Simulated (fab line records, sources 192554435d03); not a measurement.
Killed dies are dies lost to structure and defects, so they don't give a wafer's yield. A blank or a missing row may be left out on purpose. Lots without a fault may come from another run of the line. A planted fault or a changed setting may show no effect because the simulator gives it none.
Chamber matching | flow n5_finfet | N5_BEOL_M2_VIA_ETCH_34 on rie_diel-03: 4 sister chambers
The step etches the open film in C4F6/O2, target depth 69.4 nm, time 65.9 s. 7 wafers are shown with their chamber, then 9 later ones without.

WAFERS WITH THEIR CHAMBER
wafer  | chamber | rf_vpp_V (V) | throttle_valve_pct (%)
L081.6 | 1       | 664          | 30.94
L087.4 | 1       | 666          | 30.97
L087.6 | 2       | 652          | 31.10
L088.3 | 2       | 652          | 31.10
L089.1 | 3       | 684          | 30.57
L089.4 | 0       | 663          | 30.89
L089.6 | 0       | 662          | 30.89

WAFERS WITHOUT THEIR CHAMBER
wafer  | rf_vpp_V (V) | throttle_valve_pct (%)
L091.2 | 666          | 30.98
L091.3 | 662          | 30.90
L091.5 | 664          | 30.99
L092.1 | 650          | 31.12
L092.4 | 662          | 30.92
L092.5 | 662          | 30.91
L095.1 | 665          | 30.99
L095.3 | 650          | 31.13
L095.6 | 652          | 31.13

WHICH CHAMBER EACH WENT THROUGH
wafer  | from the rows above     | in truth
L091.2 | 1                       | 1
L091.3 | 0                       | 0
L091.5 | 1                       | 1
L092.1 | 2                       | 2
L092.4 | can't be placed: 0 or 1 | 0
L092.5 | 0                       | 0
L095.1 | 1                       | 1
L095.3 | 2                       | 2
L095.6 | 2                       | 2
Placed correctly: 8 of 9. Can't be placed from these rows: 1 (the true chamber is among the candidates in 1). Placed wrongly: 0.
How it was worked out, from the rows above alone: a wafer's distance from a chamber is the root of the sum, over the readings, of the square of ((its reading less the chamber's mean) divided by the reading's scatter). The wafer belongs to the nearest chamber; if the next one is less than 2 further off, it can't be placed. A chamber's mean is the mean of its shown wafers. The scatter: the root of (the sum of the squares of (reading less its chamber's mean) over the shown wafers, divided by (wafers less chambers)).
